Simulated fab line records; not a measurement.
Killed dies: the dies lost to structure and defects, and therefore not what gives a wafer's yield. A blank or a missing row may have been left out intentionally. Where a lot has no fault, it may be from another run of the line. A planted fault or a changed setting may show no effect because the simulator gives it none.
Chamber matching -- flow n5-finfet -- N5_BEOL_M5_CURE_80 on uv-cure-01: 3 sister chambers
The step cures SiCOH lowk, time 120 s. 3 wafers are shown with their chamber, then 9 later ones without.

## EACH WAFER AND ITS CHAMBER
wafer,chamber,wafer_temp_C_max
L078.6,1,371.5
L083.4,2,371.4
L090.6,0,374.7

## WAFERS WITH NO CHAMBER GIVEN
wafer,wafer_temp_C_max
L089.1,371.8
L089.3,372.3
L089.5,372.6
L097.4,373.0
L097.5,373.1
L097.6,374.1
L096.2,373.0
L096.4,373.1
L096.6,372.8

## WHICH CHAMBER EACH WENT THROUGH
wafer,from the rows above,in truth
L089.1,can't be placed: 1 or 2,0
L089.3,can't be placed: 1 or 2 or 0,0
L089.5,can't be placed: 1 or 2 or 0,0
L097.4,can't be placed: 1 or 2 or 0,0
L097.5,can't be placed: 0 or 1 or 2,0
L097.6,can't be placed: 0 or 1 or 2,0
L096.2,can't be placed: 1 or 2 or 0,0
L096.4,can't be placed: 0 or 1 or 2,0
L096.6,can't be placed: 1 or 2 or 0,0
Correct placement for 0 of the 9. Not placeable from these rows: 9 (in 8, the candidates include the true chamber). 0 placed wrongly.
How it was worked out, from the rows above alone: a wafer's distance from a chamber is the root of the sum, over the readings, of the square of ((its reading less the chamber's mean) divided by the reading's scatter). If the next closest chamber is less than 2 further off than the closest, the wafer can't be placed; otherwise it belongs to the closest. For every chamber, the mean is computed from those of its wafers that are shown. The scatter: root of mean squared gap, hidden wafer to nearest shown wafer, with one shown wafer a chamber.
